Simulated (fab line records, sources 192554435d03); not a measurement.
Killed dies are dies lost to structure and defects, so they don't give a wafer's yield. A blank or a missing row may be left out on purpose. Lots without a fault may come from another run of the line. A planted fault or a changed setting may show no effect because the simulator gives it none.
Which tool did it? | flow n5_finfet | 8 lots, 24 wafers sampled, at 7 steps of a route of 1938

WHAT THE GAUGES READ, wafer by wafer
N5_FIN_SAQP_OVL_MEAS_17. Usual: FIN_CORE_OVL -0.1 nm, standard deviation 0.89.
lot  | measured    | on         | FIN_CORE_OVL (nm) | flag
L308 | day 4 04:03 | overlay-01 | 0.3 0.8 -0.5      |
L309 | day 4 10:04 | overlay-01 | 0.3 2.3 -0.5      |
L312 | day 5 06:44 | overlay-01 | -0.6 0.0 -0.1     |
L313 | day 5 09:31 | overlay-02 | -1.4 -2.1 -1.6    |
L314 | day 5 16:01 | overlay-01 | -0.4 -0.9 0.3     |
L315 | day 5 23:19 | overlay-02 | -0.4 -1.0 1.1     |
L321 | day 7 10:00 | overlay-02 | 0.0 1.1 -0.6      |
L322 | day 7 15:43 | overlay-01 | 1.8 0.2 1.2       |

N5_FIN_SAQP_CD_MEAS_27: target cd 20 nm. Usual: cd_nm 20.36 nm, standard deviation 0.23.
lot  | measured    | on        | cd_nm (nm)        | flag
L308 | day 4 06:59 | cd_sem-03 | 20.10 20.27 20.59 |
L309 | day 4 12:55 | cd_sem-01 | 20.22 19.80 20.32 |
L312 | day 5 09:11 | cd_sem-02 | 20.39 20.25 20.34 |
L313 | day 5 11:50 | cd_sem-02 | - - -             | OFF
L314 | day 5 18:05 | cd_sem-02 | - - -             | OFF
L315 | day 6 01:58 | cd_sem-03 | - - -             | OFF
L321 | day 7 13:01 | cd_sem-03 | 20.02 20.19 20.24 |
L322 | day 7 18:06 | cd_sem-01 | 20.48 20.46 20.27 |

N5_BEOL_M4_RC_MEAS_101. Usual: DIBL_N 36.4 mV/V, standard deviation 1.6; DIBL_P 36.2 mV/V, standard deviation 1.8; IOFF_N 0.159 nA/um, standard deviation 0.029; IOFF_P 0.21 nA/um, standard deviation 0.034; ION_N 670 uA/um, standard deviation 12; ION_P 459 uA/um, standard deviation 8.2; SS_N 71.5 mV/dec, standard deviation 0.59; SS_P 73.2 mV/dec, standard deviation 0.54; VT_N 250 mV, standard deviation 3.3; VT_P -250 mV, standard deviation 3.7.
lot  | measured     | on        | DIBL_N (mV/V)  | DIBL_P (mV/V)  | IOFF_N (nA/um)    | IOFF_P (nA/um) | ION_N (uA/um) | ION_P (uA/um) | SS_N (mV/dec)  | SS_P (mV/dec)  | VT_N (mV)   | VT_P (mV)      | flag
L308 | day 10 09:16 | prober-01 | 38.3 38.0 38.2 | 37.5 36.8 37.1 | 0.176 0.173 0.184 | 0.27 0.24 0.26 | 669 692 678   | 462 473 468   | 71.5 71.6 71.8 | 74.3 73.7 74.1 | 248 247 247 | -245 -248 -243 |
L309 | day 11 11:47 | prober-02 | 37.8 37.7 35.8 | 38.0 36.4 34.1 | 0.182 0.181 0.142 | 0.23 0.19 0.16 | 673 684 659   | 463 456 445   | 71.8 72.6 71.4 | 73.8 73.7 72.9 | 250 249 253 | -252 -254 -255 |
L312 | day 12 14:15 | prober-02 | 39.6 37.1 38.9 | 38.4 35.3 36.7 | 0.228 0.165 0.199 | 0.24 0.20 0.22 | 701 671 681   | 467 455 456   | 72.1 71.9 71.9 | 73.0 73.3 73.1 | 246 248 248 | -248 -252 -251 |
L321 | day 14 19:29 | prober-01 | 36.1 37.3 33.1 | 37.1 39.1 34.9 | 0.157 0.196 0.117 | 0.22 0.26 0.19 | 657 689 652   | 458 472 460   | 71.7 71.7 70.8 | 73.4 73.6 72.5 | 253 247 253 | -250 -248 -250 |
L322 | day 14 23:20 | prober-02 | 37.0 32.8 32.9 | 37.7 33.8 34.5 | 0.179 0.114 0.119 | 0.27 0.20 0.23 | 671 657 660   | 468 466 464   | 72.1 70.8 70.8 | 73.9 72.3 73.0 | 248 255 249 | -245 -246 -247 |

WHICH TOOL RAN EACH LOT (tool, then ch and the chambers of the sampled wafers, then the start)
lot  | N5_FIN_SAQP_PECVD_47           | N5_FIN_SAQP_MANDREL_ETCH_22     | N5_FIN_SAQP_SPACER1_ETCHBACK_25   | N5_FIN_SAQP_MANDREL1_REMOVE_56
L308 | pecvd-04 ch 0,1, day 4 03:22   | rie_si-01 ch 1,2, day 4 04:32   | rie_diel-06 ch 1,2,3, day 4 06:47 | rie_si-03 ch 0,1, day 4 06:52
L309 | pecvd-03 ch 1,2, day 4 09:22   | rie_si-03 ch 1,3, day 4 11:00   | rie_diel-01 ch 0,1,3, day 4 12:43 | rie_si-01 ch 1,2, day 4 12:48
L312 | pecvd-01 ch 0,1,2, day 5 06:10 | rie_si-01 ch 1,2,3, day 5 07:25 | rie_diel-01 ch 0,1,2, day 5 08:59 | rie_si-03 ch 2,3, day 5 09:05
L313 | pecvd-04 ch 0,2, day 5 08:57   | rie_si-01 ch 0,1,2, day 5 09:52 | rie_diel-03 ch 0,1,3, day 5 11:38 | rie_si-01 ch 1,2, day 5 11:43
L314 | pecvd-01 ch 1,2, day 5 15:20   | rie_si-01 ch 0,2,3, day 5 16:22 | rie_diel-06 ch 1,2, day 5 17:53   | rie_si-01 ch 1,2,3, day 5 17:58
L315 | pecvd-04 ch 0,1, day 5 22:45   | rie_si-03 ch 0,2,3, day 5 23:40 | rie_diel-06 ch 1,2, day 6 01:46   | rie_si-03 ch 1,2,3, day 6 01:51
L321 | pecvd-03 ch 0,1,2, day 7 09:26 | rie_si-03 ch 0,1,3, day 7 10:20 | rie_diel-03 ch 1,2,3, day 7 12:49 | rie_si-03 ch 0,2,3, day 7 12:54
L322 | pecvd-03 ch 0,1, day 7 15:05   | rie_si-03 ch 0,1,2, day 7 16:04 | rie_diel-01 ch 0,1,3, day 7 17:54 | rie_si-01 ch 0,2, day 7 17:59
- N5_FIN_SAQP_PECVD_47: deposits a-Si from SiH4/He, target thk 45 nm, time 36.3 s.
- N5_FIN_SAQP_MANDREL_ETCH_22: etches a-Si in HBr/Cl2, stops on SiNx, target depth 60 nm, bt time 10 s, time 30 s.
- N5_FIN_SAQP_SPACER1_ETCHBACK_25: etches SiO2 in CHF3/O2, target depth 24.4 nm, time 12.2 s.
- N5_FIN_SAQP_MANDREL1_REMOVE_56: chemistry HBr/Cl2/O2, target a-Si, stops on SiNx, bt time 10 s.

WHAT THE TOOLS THEMSELVES READ (means of the sampled wafers that have a number; where no wafer has one, the mark that the record gives instead)
N5_FIN_SAQP_PECVD_47. Usual: heater_power_w 918 W, standard deviation 140; showerhead_plenum_p_Torr 5.67 Torr, standard deviation 0.057; throttle_valve_pct 18.6 %, standard deviation 1.6.
lot  | tool     | heater_power_w (W) | showerhead_plenum_p_Torr (Torr) | throttle_valve_pct (%) | flag
L308 | pecvd-04 | 960                | 5.69                            | 17.8                   |
L309 | pecvd-03 | 855                | 5.60                            | 18.3                   |
L312 | pecvd-01 | 1001               | 5.68                            | 19.4                   |
L313 | pecvd-04 | 844                | 5.65                            | 17.2                   |
L314 | pecvd-01 | 893                | 5.69                            | 17.9                   |
L315 | pecvd-04 | 927                | 5.68                            | 18.1                   |
L321 | pecvd-03 | 865                | 5.67                            | 18.6                   |
L322 | pecvd-03 | 1037               | 5.60                            | 19.1                   |

N5_FIN_SAQP_MANDREL_ETCH_22. Usual: HBr_flow_sccm 150.1 sccm, standard deviation 0.44; bias_w 75.00 W, standard deviation 0.22; drypump_motor_current_A 5.5 A, standard deviation 0.41; oes_product_au 0.773 a.u., standard deviation 0.018; throttle_valve_pct 35.36 %, standard deviation 0.24.
lot  | tool      | HBr_flow_sccm (sccm) | bias_w (W) | drypump_motor_current_A (A) | oes_product_au (a.u.) | throttle_valve_pct (%) | flag
L308 | rie_si-01 | 149.4                | 74.94      | 5.9                         | 0.762                 | 35.40                  |
L309 | rie_si-03 | 150.0                | 74.95      | 5.5                         | 0.782                 | 35.12                  |
L312 | rie_si-01 | 149.8                | 74.96      | 5.9                         | 0.771                 | 35.33                  |
L313 | rie_si-01 | -                    | -          | -                           | -                     | -                      | OFF
L314 | rie_si-01 | -                    | -          | -                           | -                     | -                      | OFF
L315 | rie_si-03 | -                    | -          | -                           | -                     | -                      | OFF
L321 | rie_si-03 | 150.0                | 75.00      | 5.3                         | 0.789                 | 35.25                  |
L322 | rie_si-03 | 150.1                | 75.02      | 5.3                         | 0.775                 | 35.42                  |

N5_FIN_SAQP_SPACER1_ETCHBACK_25. Usual: drypump_motor_current_A 5.7 A, standard deviation 0.41; oes_f_703_au 0.74 a.u., standard deviation 0.062; oes_product_au 0.75 a.u., standard deviation 0.068; rf_vpp_V 526 V, standard deviation 7.4; showerhead_plenum_p_Torr 2.41 Torr, standard deviation 0.084; throttle_valve_pct 19.00 %, standard deviation 0.24.
lot  | tool        | drypump_motor_current_A (A) | oes_f_703_au (a.u.) | oes_product_au (a.u.) | rf_vpp_V (V) | showerhead_plenum_p_Torr (Torr) | throttle_valve_pct (%) | flag
L308 | rie_diel-06 | 5.4                         | 0.69                | 0.69                  | 525          | 2.40                            | 19.06                  |
L309 | rie_diel-01 | 5.4                         | 0.74                | 0.74                  | 525          | 2.40                            | 19.03                  |
L312 | rie_diel-01 | 5.5                         | 0.73                | 0.73                  | 520          | 2.40                            | 19.09                  |
L313 | rie_diel-03 | 5.9                         | 0.77                | 0.30                  | 528          | 2.46                            | 18.85                  | OFF
L314 | rie_diel-06 | 5.4                         | 0.69                | 0.27                  | 529          | 2.42                            | 18.80                  | OFF
L315 | rie_diel-06 | 5.4                         | 0.68                | 0.26                  | 522          | 2.39                            | 18.74                  | OFF
L321 | rie_diel-03 | 6.0                         | 0.82                | 0.82                  | 530          | 2.54                            | 19.00                  |
L322 | rie_diel-01 | 5.4                         | 0.72                | 0.73                  | 525          | 2.40                            | 19.06                  |

N5_FIN_SAQP_MANDREL1_REMOVE_56. Usual: HBr_flow_sccm 150.0 sccm, standard deviation 0.49; drypump_motor_current_A 5.5 A, standard deviation 0.42; oes_product_au 1.002 a.u., standard deviation 0.023; throttle_valve_pct 36.73 %, standard deviation 0.26.
lot  | tool      | HBr_flow_sccm (sccm) | drypump_motor_current_A (A) | oes_product_au (a.u.) | throttle_valve_pct (%) | flag
L308 | rie_si-03 | 150.1                | 5.5                         | 1.011                 | 36.54                  |
L309 | rie_si-01 | 150.0                | 5.9                         | 0.991                 | 36.74                  |
L312 | rie_si-03 | 149.8                | 5.2                         | 1.019                 | 36.72                  |
L313 | rie_si-01 | 149.8                | 5.9                         | 0.999                 | 36.75                  |
L314 | rie_si-01 | 150.1                | 5.8                         | 0.987                 | 36.67                  |
L315 | rie_si-03 | 150.1                | 5.4                         | 1.010                 | 36.67                  |
L321 | rie_si-03 | 149.9                | 5.2                         | 1.011                 | 36.82                  |
L322 | rie_si-01 | 150.1                | 5.2                         | 0.964                 | 36.78                  |

THE ANSWER, worked out from the rows above alone
Rule: a lot is off if the mean of its wafers that have a number lies more than 3 standard deviations from the usual mean. A lot without any number at a reading at which 4 lots or more have one is off too. The other lots that the step has rows for count as sound. The gauges are gone through in route order, then the tools' own readings, and for those a lot's mean is taken as printed above. The first step at which some lot is off is used, and at that step the reading that is off furthest; a lot without a number counts as furthest.
Off: L313, L314, L315, at N5_FIN_SAQP_CD_MEAS_27 (cd_nm). Without a number there: L313, L314, L315.
A tool fits if, at a process step before that reading, it ran every lot that is off, and no sound lot after the first of them. The gauges at N5_FIN_SAQP_CD_MEAS_27 aren't tried: what is off there is off at N5_FIN_SAQP_MANDREL_ETCH_22 too, on other tools, and a gauge's error can't cause that. None of those tried fits.

WHAT THE SIMULATOR HAD PUT IN
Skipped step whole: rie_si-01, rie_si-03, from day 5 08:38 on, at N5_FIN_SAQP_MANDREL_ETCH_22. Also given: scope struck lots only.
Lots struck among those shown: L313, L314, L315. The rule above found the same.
